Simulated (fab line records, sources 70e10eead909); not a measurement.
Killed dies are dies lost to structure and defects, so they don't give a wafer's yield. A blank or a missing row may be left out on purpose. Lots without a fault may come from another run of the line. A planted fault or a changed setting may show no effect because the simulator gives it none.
fab line records | flow nand_harc
record lots=6 wafers=18 last_day=23
route steps=1159 shown A_BLC@967 END@1159
lots that met no fault: from a run of the same line without faults
start_h: hours from the record's first day to the start of the lot's first wafer shown | wait_h: hours since the lot's step before | " the same as in the row above | L1.1+2: a row that stands for several wafers | - no value, or no start given | * or withheld: withheld | < > ~ a bound
route shown NAME@n: a module of which the file shows steps, and the number in the route of the first | usual: mean/standard deviation of fault-free wafers | same: alike in all rows | chamber/n: place in a boat | sites: the reading at each site | _std_site: their standard deviation | _edge_site: outer sites' mean less inner sites' | radius_mm: how far each site lies from the wafer's centre | mask NAME#n: copy n | behind: the tool/chamber that last shaped the wafer | hold: why the lot was held/for how many hours/how that ended | device: the transistor (n, p or np) that didn't switch | end of line: the same wafers' tests at the end of the route | a step without rows: its recipe alone | killed: dies lost to structure and defects at the first sort, not the wafer's yield | map: a wafer's dies, x killed, . not, _ none there
set.NAME: the setting as run; set.NAME@STEP: as run at that earlier step | model.NAME: the simulator's own value behind a step, which no gauge read
lots at some steps of the route; a table a step, a row a wafer
services: from which hour (start_h, from the record's first day; less than 0 if before it) a tool's chamber was out of use, for how many hours, and why
## steps
# step NHARC_A_BLC_COAT_03
# recipe temp_c=225 time_s=65
# step NHARC_A_BLC_COAT_04
# recipe spin_rpm=1500 resist_thk_nm=90
# step NHARC_A_BLC_SOFTBAKE_05
# recipe temp_c=105 time_s=55
# step NHARC_A_BLC_EBR_06
# step NHARC_A_BLC_EXPOSE_07
# recipe na=1.35 target_cd_nm=100 dose_mj=67.97 mask_id=A_BLC
# step NHARC_A_BLC_PEB_08
# recipe peb_temp_c=100 peb_time_s=65
# step NHARC_A_BLC_DEVELOP_09
# recipe develop_time_s=35 dev_temp_c=23
# step NHARC_A_BLC_CD_MEAS_10
# recipe target_cd_nm=100 landing_energy_ev=500
# usual cd_nm=100.0/0.9
# same landing_energy_ev=500
# columns lot.wafer tool chamber start_h wait_h cd_nm
L983.1 cd_sem-01 0 408.35 - 99.4
L983.3 " 0 " " 100.6
L983.6 " 0 " " 101.1
L986.3 cd_sem-01 0 430.46 - 100.4
L986.5 " 0 " " 98.8
L986.6 " 0 " " 100.4
L992.3 cd_sem-02 0 458.69 - 99.2
L992.4 " 0 " " 100.0
L992.6 " 0 " " 99.0
L991.1 cd_sem-03 0 475.86 - 100.2
L991.4 " 0 " " 101.2
L991.6 " 0 " " 101.6
L998.1 cd_sem-03 0 494.92 - 98.7
L998.3 " 0 " " 99.1
L998.5 " 0 " " 99.1
L996.1 cd_sem-01 0 495.20 - 99.5
L996.3 " 0 " " 99.7
L996.6 " 0 " " 99.6
# step NHARC_A_BLC_OVL_MEAS_11
# usual overlay_x_nm=0.3/0.79 overlay_y_nm=0.0/0.8
# columns lot.wafer tool chamber start_h wait_h overlay_x_nm overlay_y_nm
L983.1 overlay-02 - 408.44 - -1.3 -0.2
L983.3 " - " " -1.1 -0.2
L983.6 " - " " -0.9 0.1
L986.3 overlay-01 - 430.55 - 0.9 -1.0
L986.5 " - " " 1.1 -1.0
L986.6 " - " " 0.4 -1.0
L992.3 overlay-01 - 458.77 - -0.7 -1.4
L992.4 " - " " -0.3 -1.7
L992.6 " - " " -0.4 -1.5
L991.1 overlay-01 - 475.95 - 1.0 -0.9
L991.4 " - " " 1.3 -0.4
L991.6 " - " " 0.8 -0.1
L998.1 overlay-01 - 495.01 - -1.2 0.9
L998.3 " - " " -0.9 0.6
L998.5 " - " " -1.3 1.2
L996.1 overlay-01 - 495.29 - 1.1 0.6
L996.3 " - " " 0.7 -0.2
L996.6 " - " " 0.7 -0.1
# step NHARC_A_BLC_INSPECT_12
# usual raw_defect_count=31/12
# columns lot.wafer tool chamber start_h wait_h raw_defect_count
L983.1 defect_inspect-02 - 408.48 0.0 23
L983.3 " - " " 15
L983.6 " - " " 22
L986.3 defect_inspect-02 - 430.59 0.0 39
L986.5 " - " " 47
L986.6 " - " " 49
L992.3 defect_inspect-02 - 458.81 0.0 36
L992.4 " - " " 25
L992.6 " - " " 26
L991.1 defect_inspect-01 - 475.99 0.0 49
L991.4 " - " " 59
L991.6 " - " " 56
L998.1 defect_inspect-02 - 495.05 0.0 32
L998.3 " - " " 29
L998.5 " - " " 30
L996.1 defect_inspect-02 - 495.33 0.0 39
L996.3 " - " " 48
L996.6 " - " " 26
# step NHARC_A_BLC_DESCUM_15
# recipe time_s=3 o2_flow_sccm=200 ar_flow_sccm=0 bias_power_w=0 chemistry=O2
# usual drypump_motor_current_A=5.4/0.42 mfc_ar_sccm=0.008/0.009 oes_product_au=0.999/0.013 rf_vpp_V=57.9/0.86 showerhead_plenum_p_Torr=1.94/0.057 throttle_valve_pct=11.311/0.0092
# columns lot.wafer tool chamber start_h wait_h drypump_motor_current_A mfc_ar_sccm oes_product_au rf_hours_counter_h rf_vpp_V showerhead_plenum_p_Torr throttle_valve_pct
L983.1 rie_diel-02 3 408.54 0.1 5.5 0.022 1.004 8 58.1 2.04 11.305
L983.3 " 1 " " 5.0 0.011 1.024 8 56.9 1.96 11.296
L983.6 " 0 " " 5.8 0 1.025 - 57.3 1.82 11.311
L986.3 rie_diel-04 1 430.67 0.1 5.2 0.003 0.973 10 58.2 1.87 11.316
L986.6 " 3 " " 5.3 0.022 0.994 - 56.6 1.96 11.312
L986.5 " 0 " " 6.0 0 1.000 - 59.4 1.95 11.304
L992.4 rie_diel-02 3 458.87 0.1 5.5 0.022 1.000 13 58.9 2.04 11.316
L992.3 " 0 " " 5.9 0 1.020 11 57.1 1.82 11.313
L992.6 " 0 " " 5.9 0 1.023 - 57.1 1.82 11.314
L991.1 rie_diel-02 0 476.06 0.1 5.9 0 1.012 12 58.1 1.82 11.306
L991.4 " 1 " " 5.0 0.011 1.003 14 59.2 1.96 11.303
L991.6 " 0 " " 5.9 0 1.021 - 58.5 1.82 11.275
L998.1 rie_diel-06 2 495.13 0.1 5.5 0.015 1.013 16 58.8 1.99 11.305
L998.3 " 2 " " 5.5 0.015 1.009 - 58.2 1.99 11.299
L998.5 " 3 " " 4.8 0.001 0.998 - 57.8 1.98 11.315
L996.1 rie_diel-04 1 495.39 0.1 5.3 0.003 0.974 2 58.3 1.87 11.303
L996.3 " 2 " " 4.9 0 1.009 2 59.2 1.96 11.311
L996.6 " 3 " " 5.3 0.022 1.007 - 58.2 1.96 11.313
# step NHARC_A_BLC_ETCH_16
# recipe target_depth_a=390 over_etch_frac=0.3 time_s=65 ion_energy_ev=80 cf4_flow_sccm=150 ar_flow_sccm=0 rf_w=300 bias_w=100 chemistry=CF4
# usual drypump_motor_current_A=5.4/0.43 mfc_ar_sccm=0.008/0.0088 oes_product_au=0.998/0.013 rf_vpp_V=151.6/1 run_length_s=86.4/0.47 showerhead_plenum_p_Torr=1.79/0.045 throttle_valve_pct=13.284/0.0091
# columns lot.wafer tool chamber start_h wait_h drypump_motor_current_A mfc_ar_sccm oes_product_au rf_hours_counter_h rf_vpp_V run_length_s showerhead_plenum_p_Torr throttle_valve_pct
L983.1 rie_diel-02 3 408.63 0.1 5.5 0.022 0.999 9 153.0 85.9 1.88 13.278
L983.3 " 0 " " 5.9 0 1.013 7 149.9 86.2 1.69 13.282
L983.6 " 2 " " 6.2 0.011 0.990 - 152.6 85.8 1.80 13.283
L986.3 rie_diel-04 3 430.75 0.1 5.3 0.022 0.993 15 151.3 86.8 1.81 13.296
L986.5 " 1 " " 5.2 0.003 0.985 - 150.1 87.2 1.73 13.277
L986.6 " 2 " " 4.9 0 1.015 - 150.3 85.9 1.81 13.296
L992.4 rie_diel-02 2 459.42 0.5 6.2 0.011 0.996 13 151.9 85.4 1.80 13.276
L992.3 " 3 " " 5.5 0.022 0.995 13 152.6 86.1 1.88 13.285
L992.6 " 3 " " 5.5 0.022 0.991 - 152.1 86.1 1.88 13.293
L991.1 rie_diel-02 0 476.15 0.1 5.9 0 1.021 12 149.9 85.9 1.69 13.278
L991.4 " 2 " " 6.2 0.011 0.991 14 152.5 85.5 1.80 13.264
L991.6 " 0 " " 5.9 0 1.026 - 150.8 86.3 1.69 13.269
L998.1 rie_diel-06 3 495.24 0.1 4.8 0.001 0.991 28 150.9 86.4 1.82 13.272
L998.3 " 3 " " 4.8 0.001 0.993 - 150.9 86.1 1.82 13.272
L998.5 " 2 " " 5.5 0.015 1.011 - 152.9 86.7 1.84 13.288
L996.1 rie_diel-04 3 495.50 0.1 5.3 0.022 1.014 2 151.9 86.6 1.81 13.282
L996.3 " 1 " " 5.3 0.003 0.969 2 151.3 86.9 1.73 13.284
L996.6 " 1 " " 5.3 0.003 0.976 - 151.0 86.7 1.73 13.285
# step NHARC_A_BLC_ETCH_17
# recipe target_depth_a=3900 over_etch_frac=0.25 time_s=609.38 ion_energy_ev=200 n2_flow_sccm=150 h2_flow_sccm=150 ar_flow_sccm=0 rf_w=400 bias_w=150 chemistry=N2/H2
# usual drypump_motor_current_A=5.4/0.43 mfc_ar_sccm=0.008/0.0088 oes_product_au=0.997/0.013 rf_vpp_V=431.4/1.8 run_length_s=630.8/0.46 showerhead_plenum_p_Torr=2.07/0.059 throttle_valve_pct=14.171/0.0089
# columns lot.wafer tool chamber start_h wait_h drypump_motor_current_A mfc_ar_sccm oes_product_au rf_hours_counter_h rf_vpp_V run_length_s showerhead_plenum_p_Torr throttle_valve_pct
L983.3 rie_diel-02 1 408.71 - 5.0 0.011 1.011 8 432.9 631.3 2.09 14.161
L983.1 " 3 " " 5.5 0.022 1.002 9 433.6 630.6 2.18 14.167
L983.6 " 1 " " 5.0 0.011 0.999 - 431.2 631.0 2.09 14.185
L986.3 rie_diel-04 1 430.96 - 5.2 0.003 0.985 10 431.5 631.7 1.99 14.160
L986.6 " 2 " " 4.9 0 1.012 - 431.9 630.3 2.09 14.187
L986.5 " 3 " " 5.3 0.022 0.992 - 431.4 630.9 2.09 14.152
L992.3 rie_diel-02 3 459.56 - 5.5 0.022 0.991 13 433.7 630.4 2.18 14.170
L992.4 " 0 " " 5.9 0 1.020 11 427.5 654.3 1.94 14.161
L992.6 " 2 " " 6.2 0.011 0.978 - 432.2 629.9 2.08 14.183
L991.1 rie_diel-02 2 476.27 - 6.2 0.011 0.985 14 432.2 629.9 2.08 14.160
L991.4 " 0 " " 5.9 0 1.012 13 428.2 654.2 1.94 14.193
L991.6 " 2 " " 6.3 0.011 0.987 - 433.1 629.9 2.08 14.170
L998.1 rie_diel-06 3 495.37 0.1 4.8 0.001 0.990 28 432.7 630.6 2.11 14.179
L998.3 " 2 " " 5.5 0.015 1.012 - 432.5 630.7 2.13 14.177
L998.5 " 3 " " 4.8 0.001 1.000 - 432.6 630.4 2.11 14.175
L996.3 rie_diel-04 2 495.59 - 4.8 0 1.011 3 432.8 630.2 2.09 14.173
L996.1 " 1 " " 5.3 0.003 0.970 3 429.6 631.0 1.99 14.159
L996.6 " 3 " " 5.4 0.022 1.012 - 430.2 631.4 2.09 14.152
# step NHARC_A_BLC_ETCH_18
# recipe target_depth_a=9100 c4f8_flow_sccm=20 o2_flow_sccm=10 ar_flow_sccm=withheld rf_w=600 bias_w=1500 chemistry=C4F8/O2/Ar
# usual oes_product_au=0.946/0.025 rf_vpp_V=980/3.7
# columns lot.wafer tool chamber start_h wait_h oes_product_au rf_hours_counter_h rf_vpp_V
L983.1 rie_diel-02 1 - - 0.991 8 981
L983.3 " 2 " " 0.975 9 982
L983.6 " 2 " " 0.980 - 982
L986.3 rie_diel-04 3 - - 0.920 16 982
L986.5 " 1 " " 0.949 - 976
L986.6 " 2 " " 0.930 - 983
L992.4 rie_diel-02 3 - - 0.917 13 987
L992.3 " 0 " " 0.940 11 972
L992.6 " 2 " " 0.913 - 982
L991.1 rie_diel-02 3 - - 0.931 15 988
L991.4 " 0 " " 0.940 13 971
L991.6 " 3 " " 0.924 - 985
L998.1 rie_diel-06 3 496.08 0.6 0.944 28 981
L998.3 " 3 " " 0.948 - 983
L998.5 " 2 " " 0.958 - 984
L996.1 rie_diel-04 2 - - 0.977 3 980
L996.3 " 3 " " 0.965 3 982
L996.6 " 1 " " 0.937 - 974
# step NHARC_END_SORT_01
# recipe temp_c=25
# usual killed_at_array=25/7.8 killed_at_other=0.6/0.81 killed_at_periphery=3.3/2.2 killed_dies=29/8.2 killed_open=3.5/1.9 killed_short=1.8/1.3
# same gross_dies=677
# columns lot.wafer tool chamber start_h wait_h killed_at_array killed_at_other killed_at_periphery killed_dies killed_open killed_short
L983.1 prober-01 0 454.94 2.5 23 0 7 30 3 5
L983.3 prober-01 0 456.52 3.1 16 1 4 21 1 2
L983.6 prober-01 0 458.89 4.0 22 0 4 26 5 0
L986.3 prober-01 0 480.53 3.1 27 0 1 28 5 0
L986.5 prober-01 0 482.14 3.7 37 0 3 40 3 2
L986.6 prober-01 0 482.94 4.0 28 0 2 30 3 3
L992.3 prober-02 0 507.50 3.1 32 0 1 33 3 2
L992.4 prober-02 0 508.30 3.4 22 0 2 24 2 1
L992.6 prober-02 0 509.90 4.0 26 0 1 27 6 0
L991.1 prober-02 0 531.25 2.5 31 0 3 34 3 1
L991.4 prober-02 0 533.64 3.4 30 2 1 33 3 1
L991.6 prober-02 0 535.24 4.0 36 1 2 39 4 1
L998.1 prober-02 0 540.45 2.5 20 1 2 23 1 4
L998.3 prober-02 0 542.08 3.2 17 0 2 19 4 2
L998.5 prober-02 0 543.72 3.8 15 1 1 17 4 1
L996.1 prober-01 0 546.90 2.5 34 1 4 39 6 1
L996.3 prober-01 0 548.52 3.1 35 2 3 40 6 1
L996.6 prober-01 0 550.94 4.0 27 1 3 31 1 1
# killed by level:class
L983.1 A_SLIT:chamber_film_flake=9 A_CONTACT:chamber_film_flake=3 A_ONON_D1:geometric_particle:short=2 P_STI:chamber_film_flake=2 P_CONTACT:chamber_film_flake=2 A_CHANNEL_HOLE_D1:chamber_film_flake=2 A_WL_FILL:chamber_film_flake=2 P_CONTACT:geometric_particle:short=1
L983.3 A_SLIT:chamber_film_flake=6 A_STAIRCASE:chamber_film_flake=3 P_STI:chamber_film_flake=2 A_WL_FILL:chamber_film_flake=2 A_CONTACT:chamber_film_flake=2 P_M1:geometric_particle:open=1 A_WL_FILL:geometric_particle:short=1 STARTING-WAFER:geometric_particle:short=1
L983.6 A_SLIT:chamber_film_flake=10 A_CONTACT:chamber_film_flake=4 P_STI:chamber_film_flake=2 A_CHANNEL_HOLE_D1:chamber_film_flake=2 A_WL_FILL:chamber_film_flake=2 P_GATE:geometric_particle:open=1 A_ONON_D1:geometric_particle:open=1 A_CHANNEL_FILL_D1:geometric_particle:open=1
L986.3 A_SLIT:chamber_film_flake=10 A_CHANNEL_HOLE_D1:chamber_film_flake=6 A_CONTACT:chamber_film_flake=3 A_ZERO_WELL:chamber_film_flake=2 A_CHANNEL_HOLE_D1:geometric_particle:open=1 A_WL_FILL:geometric_particle:open=1 A_CONTACT:geometric_particle:open=1 A_M0:geometric_particle:open=1
L986.5 A_CHANNEL_HOLE_D1:chamber_film_flake=17 A_SLIT:chamber_film_flake=14 P_ZERO_WELL:chamber_film_flake=2 A_CONTACT:chamber_film_flake=2 P_M0:geometric_particle:open=1 A_SOURCE_PLATE:geometric_particle:open=1 A_CHANNEL_FILL_D1:geometric_particle:short=1 A_WL_FILL:geometric_particle:short=1
L986.6 A_SLIT:chamber_film_flake=11 A_CHANNEL_HOLE_D1:chamber_film_flake=9 A_CONTACT:chamber_film_flake=3 A_M0:geometric_particle:open=2 P_CONTACT:geometric_particle:open=1 A_ONON_D1:geometric_particle:short=1 A_CHANNEL_HOLE_D1:geometric_particle:short=1 A_CHANNEL_FILL_D1:geometric_particle:short=1
L992.3 A_SLIT:chamber_film_flake=11 A_CHANNEL_HOLE_D1:chamber_film_flake=8 A_CONTACT:chamber_film_flake=6 A_WL_FILL:chamber_film_flake=2 P_M0:geometric_particle:open=1 A_SOURCE_PLATE:geometric_particle:short=1 A_CONTACT:geometric_particle:open=1 A_M0:geometric_particle:short=1
L992.4 A_SLIT:chamber_film_flake=10 A_ZERO_WELL:chamber_film_flake=5 A_M0:geometric_particle:open=2 A_CHANNEL_HOLE_D1:chamber_film_flake=2 A_CONTACT:chamber_film_flake=2 P_CONTACT:geometric_particle:short=1 P_GATE:chamber_film_flake=1 A_STAIRCASE:chamber_film_flake=1
L992.6 A_SLIT:chamber_film_flake=10 A_CONTACT:chamber_film_flake=4 A_CONTACT:geometric_particle:open=2 A_CHANNEL_HOLE_D1:chamber_film_flake=2 A_CHANNEL_FILL_D1:chamber_film_flake=2 A_STAIRCASE:chamber_film_flake=2 P_GATE:geometric_particle:open=1 A_SGD_CUT:geometric_particle:open=1
L991.1 A_CHANNEL_HOLE_D1:chamber_film_flake=11 A_SLIT:chamber_film_flake=11 A_CONTACT:chamber_film_flake=5 A_ZERO_WELL:chamber_film_flake=2 P_GATE:geometric_particle:open=1 P_M0:geometric_particle:open=1 A_WL_FILL:geometric_particle:short=1 A_WL_FILL:geometric_particle:open=1
L991.4 A_SLIT:chamber_film_flake=14 A_CHANNEL_HOLE_D1:chamber_film_flake=7 A_CONTACT:chamber_film_flake=5 P_GATE:geometric_particle:open=1 A_CHANNEL_FILL_D1:geometric_particle:short=1 A_BLC:geometric_particle:open=1 A_M0:geometric_particle:open=1 A_CHANNEL_FILL_D1:chamber_film_flake=1
L991.6 A_SLIT:chamber_film_flake=16 A_CHANNEL_HOLE_D1:chamber_film_flake=13 A_CHANNEL_FILL_D1:chamber_film_flake=2 P_GATE:geometric_particle:open=1 P_M0:geometric_particle:open=1 A_SGD_CUT:geometric_particle:open=1 A_WL_FILL:geometric_particle:open=1 A_BLC:geometric_particle:short=1
L998.1 A_CHANNEL_HOLE_D1:chamber_film_flake=16 P_CONTACT:geometric_particle:short=1 A_ONON_D1:geometric_particle:short=1 A_WL_FILL:geometric_particle:short=1 A_WL_FILL:geometric_particle:open=1 P_ZERO_WELL:chamber_film_flake=1 STARTING-WAFER:geometric_particle:short=1 A_SLIT:chamber_film_flake=1
L998.3 A_CHANNEL_HOLE_D1:chamber_film_flake=7 A_M0:chamber_film_flake=3 P_CONTACT:geometric_particle:open=1 P_M0:geometric_particle:open=1 A_WL_FILL:geometric_particle:short=1 A_CONTACT:geometric_particle:short=1 A_BLC:geometric_particle:open=1 A_M0:geometric_particle:open=1
L998.5 A_CHANNEL_HOLE_D1:chamber_film_flake=8 A_WL_FILL:geometric_particle:open=2 A_M0:chamber_film_flake=2 A_ONON_D1:geometric_particle:open=1 A_CONTACT:geometric_particle:short=1 A_BLC:geometric_particle:open=1 P_STI:chamber_film_flake=1 THIN_TSV:chamber_film_flake=1
L996.1 A_SLIT:chamber_film_flake=17 A_CONTACT:chamber_film_flake=6 A_WL_FILL:chamber_film_flake=3 P_ZERO_WELL:chamber_film_flake=2 P_CONTACT:geometric_particle:open=1 P_M0:geometric_particle:open=1 A_WL_FILL:geometric_particle:short=1 A_CONTACT:geometric_particle:open=1
L996.3 A_SLIT:chamber_film_flake=14 A_CONTACT:chamber_film_flake=6 A_CHANNEL_HOLE_D1:chamber_film_flake=6 A_CONTACT:geometric_particle:open=2 A_STAIRCASE:chamber_film_flake=2 THIN_TSV:chamber_film_flake=2 P_M1:geometric_particle:open=1 P_M2:geometric_particle:open=1
L996.6 A_SLIT:chamber_film_flake=13 A_CHANNEL_HOLE_D1:chamber_film_flake=4 A_CONTACT:chamber_film_flake=4 A_M0:chamber_film_flake=3 P_GATE:chamber_film_flake=2 A_STAIRCASE:chamber_film_flake=2 P_GATE:geometric_particle:short=1 A_CONTACT:geometric_particle:open=1
## services
# columns tool chamber start_h hours kind
rie_diel-02 0 385.88 - clean
rie_diel-02 1 385.88 - clean
rie_diel-02 2 385.88 - clean
rie_diel-02 3 385.88 - clean
rie_diel-02 0 410.38 - clean
rie_diel-02 1 410.38 - clean
rie_diel-02 2 410.38 - clean
rie_diel-02 3 410.38 - clean
rie_diel-06 - 418.58 9.0 pm
rie_diel-02 0 434.89 - clean
rie_diel-02 1 434.89 - clean
rie_diel-02 2 434.89 - clean
rie_diel-02 3 434.89 - clean
rie_diel-04 0 435.65 15.3 repair
rie_diel-04 1 436.70 2.2 repair
rie_diel-02 0 459.42 - clean
rie_diel-02 1 459.42 - clean
rie_diel-02 2 459.42 - clean
rie_diel-02 3 459.42 - clean
rie_diel-04 - 466.09 9.0 pm
rie_diel-06 2 466.74 24.9 repair
rie_diel-04 0 475.91 20.4 repair
rie_diel-06 0 489.49 18.8 repair
rie_diel-06 1 491.98 8.0 repair
## key
first_sign step=NHARC_A_BLC_ETCH_17 reading=run_length_s direction=up sigmas=51 usual=* struck=*
effect none on later readings
met_at NHARC_A_BLC_ETCH_17
struck_wafers L991.4,L992.4
tester_left_out L991,L992
fault kind=process_parameter_drift tool=rie_diel-02 chamber=0 onset_h=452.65 steps=NHARC_A_BLC_ETCH_17 channel=time_s offset=* shape=step end_h=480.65 acts_in=* stated=*
# tester_left_out: of these lots the tester's yield and bins aren't shown, on N5 and GAA mostly nor the transistor test; their killed dies are dies lost to structure and defects alone, not to doping, threshold or leakage, so they don't give the yield
